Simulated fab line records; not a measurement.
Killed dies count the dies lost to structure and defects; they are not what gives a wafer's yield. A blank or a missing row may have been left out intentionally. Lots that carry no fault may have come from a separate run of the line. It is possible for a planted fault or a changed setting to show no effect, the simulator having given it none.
Matching of chambers -- flow nand-harc -- cmp-04 running NHARC_A_STAIRCASE_CMP_450: 4 sister chambers
The step polishes SiO2, target thk 200 nm. 16 wafers are shown with their chamber, then 8 later ones without.

== WAFERS, EACH WITH ITS CHAMBER ==
wafer,chamber,motor-current-A (A),slurry-flow-ml-min,slurry-filter-dp-kPa (kPa)
L076.2,0,12.4,150.1,13.56
L076.3,3,11.6,149.7,13.53
L076.6,1,11.3,150.4,13.51
L081.1,2,11.5,149.8,13.66
L081.2,0,12.1,150.6,13.44
L081.5,1,12.6,149.6,13.59
L087.1,2,11.4,149.1,13.70
L087.3,0,12.9,150.1,13.51
L087.5,3,11.1,150.4,13.40
L088.3,2,12.1,149.7,13.63
L088.4,1,12.2,150.4,13.70
L088.6,2,11.8,150.2,13.40
L091.2,0,12.9,150.4,13.40
L091.3,1,11.4,150.0,13.55
L091.6,1,11.9,150.0,13.38
L092.2,1,11.7,149.8,13.66

SIGNATURES (averages over the wafers above)
reading,chamber 0,chamber 1,chamber 2,chamber 3,scatter within a chamber
motor-current-A,12.575,11.850,11.700,11.350,0.419
slurry-flow-ml-min,150.300,150.033,149.700,150.050,0.36
slurry-filter-dp-kPa,13.4775,13.5650,13.5975,13.4650,0.109
Rule: a wafer lies at a distance from a chamber equal to the root of the sum of squares, over the readings, of (its reading less the chamber's mean, divided by the reading's scatter). The wafer belongs to the nearest chamber; if the next one is less than 2 further off, it can't be placed. The scatter: take each reading less its chamber's mean, square it, sum over the shown wafers, divide by the number of wafers less the number of chambers, and take the root.

== WAFERS WITH NO CHAMBER GIVEN ==
wafer,motor-current-A (A),slurry-flow-ml-min,slurry-filter-dp-kPa (kPa)
L092.3,12.3,149.7,13.42
L092.6,11.9,150.1,13.40
L097.4,12.0,148.9,13.34
L097.5,10.9,150.9,13.34
L097.6,12.5,150.1,13.51
L096.1,12.2,150.5,13.59
L096.3,11.8,150.8,13.46
L096.4,11.3,148.7,13.40

== WHICH CHAMBER EACH ONE RAN IN ==
wafer,from the rows above,in truth
L092.3,can't be placed: 0 or 1 or 2 or 3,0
L092.6,can't be placed: 3 or 1 or 0 or 2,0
L097.4,can't be placed: 2 or 3 or 1 or 0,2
L097.5,can't be placed: 3 or 1 or 2 or 0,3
L097.6,can't be placed: 0 or 1 or 2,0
L096.1,can't be placed: 0 or 1 or 2 or 3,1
L096.3,can't be placed: 0 or 1 or 3 or 2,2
L096.4,can't be placed: 2 or 3 or 1 or 0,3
Placed correctly: 0 of 8. Cannot be placed on the basis of these rows: 8; the candidates contain the true chamber in 8. 0 placed wrongly.
